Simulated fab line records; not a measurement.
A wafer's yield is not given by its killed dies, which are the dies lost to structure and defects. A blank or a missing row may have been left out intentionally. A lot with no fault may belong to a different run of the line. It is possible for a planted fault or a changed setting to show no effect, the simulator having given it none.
Which tool was responsible?    flow nand harc    36 wafers from 12 lots sampled at 5 of the route's 1302 steps

## WHAT THE GAUGES READ, wafer by wafer
NHARC_END_SORT_01. Usual: killed at array 53, standard deviation 18; killed at other 0.9, standard deviation 1.3; killed at periphery 4, standard deviation 3.1; killed dies 58, standard deviation 18; killed open 3.4, standard deviation 2; killed short 2.5, standard deviation 1.8.
lot   measured      on         killed at array  killed at other  killed at periphery  killed dies  killed open  killed short  flag
L660  day 29 11:55  prober-01  52 56 61         0 0 0            3 2 0                55 58 61     3 2 5        6 2 4         
L668  day 32 01:14  prober-01  44 38 38         0 1 3            1 13 5               45 52 46     2 1 3        3 3 2         

## WHAT TOOL EACH LOT RAN ON (gives the tool, then ch and the chambers of the sampled wafers, and finally the start)
lot   NHARC_A_CHANNEL_FILL_D2_ALD_15                  NHARC_A_CHANNEL_FILL_D2_CMP_10  NHARC_A_CHANNEL_FILL_D2_RTA_24    NHARC_A_STAIRCASE_DESCUM_168
L651  ald sin batch-03 ch 0, day 15 07:08 or earlier  cmp-03 ch 1,3, day 15 07:08     rtp anneal-02 ch 0, day 15 07:37  rie diel-05 ch 0,2,3, day 15 08:41
L650  ald sin batch-02 ch 0, day 16 07:56 or earlier  cmp-03 ch 1,3, day 16 07:56     rtp anneal-02 ch 0, day 16 08:23  rie diel-02 ch 1,2, day 16 09:35
L652  ald sin batch-02 ch 0, day 16 14:01 or earlier  cmp-01 ch 1,2,3, day 16 14:01   rtp anneal-02 ch 0, day 16 14:35  rie diel-02 ch 0,2,3, day 16 15:49
L653  ald sin batch-02 ch 0, day 16 14:02 or earlier  cmp-03 ch 0,2,3, day 16 14:02   rtp anneal-02 ch 0, day 16 14:25  rie diel-05 ch 1,3, day 16 15:42
L654  ald sin batch-02 ch 0, day 17 04:11 or earlier  cmp-04 ch 1,2,3, day 17 04:11   rtp anneal-02 ch 0, day 17 04:40  rie diel-02 ch 0,2,3, day 17 06:16
L655  ald sin batch-02 ch 0, day 17 04:08 or earlier  cmp-03 ch 1,2,3, day 17 04:08   rtp anneal-01 ch 0, day 17 04:50  rie diel-05 ch 1,2,3, day 17 06:06
L657  ald sin batch-02 ch 0, day 18 21:10 or earlier  cmp-01 ch 1,2, day 18 21:10     rtp anneal-01 ch 0, day 18 21:36  rie diel-05 ch 1,2, day 18 22:59
L658  ald sin batch-02 ch 0, day 18 21:10 or earlier  cmp-03 ch 0,2,3, day 18 21:10   rtp anneal-02 ch 0, day 18 21:34  rie diel-04 ch 1,2,3, day 18 22:49
L659  ald sin batch-02 ch 0, day 19 13:13 or earlier  cmp-03 ch 0,1,2, day 19 13:13   rtp anneal-02 ch 0, day 19 13:37  rie diel-02 ch 1,2, day 19 14:48
L660  ald sin batch-02 ch 0, day 20 01:35 or earlier  cmp-01 ch 0,1,3, day 20 01:35   rtp anneal-01 ch 0, day 20 02:02  rie diel-05 ch 1,2, day 20 05:41
L661  ald sin batch-03 ch 0, day 20 09:33 or earlier  cmp-04 ch 1,3, day 20 09:33     rtp anneal-01 ch 0, day 20 09:56  rie diel-05 ch 1,2,3, day 20 11:37
L668  ald sin batch-02 ch 0, day 23 01:15 or earlier  cmp-04 ch 1,3, day 23 01:15     rtp anneal-01 ch 0, day 23 01:38  rie diel-05 ch 0,1, day 23 03:29
- NHARC_A_CHANNEL_FILL_D2_ALD_15: deposits SiNx, target thk 2 nm, pulse time 60 s, ald cycles 19.
- NHARC_A_CHANNEL_FILL_D2_CMP_10: polishes, target thk 150 nm.
- NHARC_A_CHANNEL_FILL_D2_RTA_24: time 5 s.
- NHARC_A_STAIRCASE_DESCUM_168: chemistry O2, time 3 s.

## AS READ BY THE TOOLS THEMSELVES (means over the sampled wafers that have a number; for cases with no such wafer, the mark the record gives instead)
NHARC_A_CHANNEL_FILL_D2_ALD_15. Usual: 0.999 for precursor pulse height rel, sd 0.02.
lot   tool              precursor pulse height rel  flag
L651  ald sin batch-03  0.994                       
L650  ald sin batch-02  1.000                       
L652  ald sin batch-02  1.010                       
L653  ald sin batch-02  1.002                       
L654  ald sin batch-02  1.002                       
L655  ald sin batch-02  0.994                       
L657  ald sin batch-02  0.990                       
L658  ald sin batch-02  0.993                       
L659  ald sin batch-02  0.985                       
L660  ald sin batch-02  1.013                       
L661  ald sin batch-03  0.974                       
L668  ald sin batch-02  1.019                       

NHARC_A_CHANNEL_FILL_D2_CMP_10. Usual: motor current A 11.7 A, standard deviation 1.4; time to endpoint s 13.9 s, standard deviation 2.3.
lot   tool    motor current A (A)  time to endpoint s (s)  flag
L651  cmp-03  11.2                 16.4                    
L650  cmp-03  10.6                 12.8                    
L652  cmp-01  13.5                 15.5                    
L653  cmp-03  11.9                 13.2                    
L654  cmp-04  10.1                 13.2                    
L655  cmp-03  11.6                 12.1                    
L657  cmp-01  13.8                 13.1                    
L658  cmp-03  11.8                 11.2                    
L659  cmp-03  11.9                 11.6                    
L660  cmp-01  12.3                 13.5                    
L661  cmp-04  10.2                 15.1                    
L668  cmp-04  9.7                  13.0                    

NHARC_A_CHANNEL_FILL_D2_RTA_24. Usual: lamp power pct 28.2 %, standard deviation 1.1; lamp_zone_3_pct 28.2 %, standard deviation 1.1; lamp_zone_4_pct 28.2 %, standard deviation 1.1; lamp_zone_7_pct 28.7 %, standard deviation 1.1; wafer_temp_C_max 1003.4, standard deviation 0.75.
lot   tool           lamp power pct (%)  lamp_zone_3_pct (%)  lamp_zone_4_pct (%)  lamp_zone_7_pct (%)  wafer_temp_C_max  flag
L651  rtp anneal-02  27.2                27.1                 27.2                 27.6                 1003.5            
L650  rtp anneal-02  27.2                27.2                 27.2                 27.5                 1003.6            
L652  rtp anneal-02  27.1                27.1                 27.1                 27.6                 1003.2            
L653  rtp anneal-02  27.1                27.1                 27.1                 27.6                 1004.4            
L654  rtp anneal-02  27.1                27.2                 27.2                 27.6                 1003.7            
L655  rtp anneal-01  29.3                29.3                 29.3                 29.8                 1003.9            
L657  rtp anneal-01  29.3                29.3                 29.3                 29.8                 1004.1            
L658  rtp anneal-02  27.1                27.2                 27.2                 27.5                 1003.7            
L659  rtp anneal-02  27.2                27.2                 27.2                 27.6                 1004.0            
L660  rtp anneal-01  29.3                29.3                 29.3                 29.8                 1003.5            
L661  rtp anneal-01  29.3                29.3                 29.3                 29.8                 1003.4            
L668  rtp anneal-01  29.3                29.3                 29.3                 29.8                 1003.2            

NHARC_A_STAIRCASE_DESCUM_168. Usual: drypump motor current A 5.5 A, standard deviation 0.53; oes product au 1.001 a.u., standard deviation 0.0067; rf vpp V 57.7 V, standard deviation 0.82; showerhead plenum p Torr 1.88 Torr, standard deviation 0.069; throttle valve pct 11.313 %, standard deviation 0.0088.
lot   tool         drypump motor current A (A)  oes product au (a.u.)  rf vpp V (V)  showerhead plenum p Torr (Torr)  throttle valve pct (%)  flag
L651  rie diel-05  5.7                          0.992                  57.5          1.88                             11.316                  
L650  rie diel-02  5.7                          1.001                  57.6          1.83                             11.309                  
L652  rie diel-02  5.5                          1.002                  57.4          1.86                             11.314                  
L653  rie diel-05  4.9                          1.006                  58.1          1.88                             11.318                  
L654  rie diel-02  5.5                          1.001                  57.5          1.86                             11.317                  
L655  rie diel-05  5.3                          1.000                  58.0          1.89                             11.307                  
L657  rie diel-05  5.7                          0.994                  58.1          1.91                             11.315                  
L658  rie diel-04  5.7                          0.994                  57.8          1.87                             11.307                  
L659  rie diel-02  5.7                          1.003                  58.5          2.02                             11.310                  
L660  rie diel-05  5.3                          0.996                  57.3          1.93                             11.315                  
L661  rie diel-05  5.3                          0.997                  57.9          1.89                             11.314                  
L668  rie diel-05  5.7                          1.007                  57.3          1.92                             11.320                  

## THE ANSWER, worked out from the rows above alone
Rule: a lot is off if the mean of its wafers that have a number lies more than 3 standard deviations from the usual mean. Also off: a lot with no number at a reading for which 4 or more lots have one. Any other lot the step has rows for is counted as sound. The gauges are gone through in route order, then the tools' own readings, and for those a lot's mean is taken as printed above. At the first step where some lot is off, the reading lying furthest off is the one used; lots without a number count as furthest.
No lot is off on any of the readings shown, so nothing can be concluded from this.

## WHAT THE SIMULATOR PUT IN
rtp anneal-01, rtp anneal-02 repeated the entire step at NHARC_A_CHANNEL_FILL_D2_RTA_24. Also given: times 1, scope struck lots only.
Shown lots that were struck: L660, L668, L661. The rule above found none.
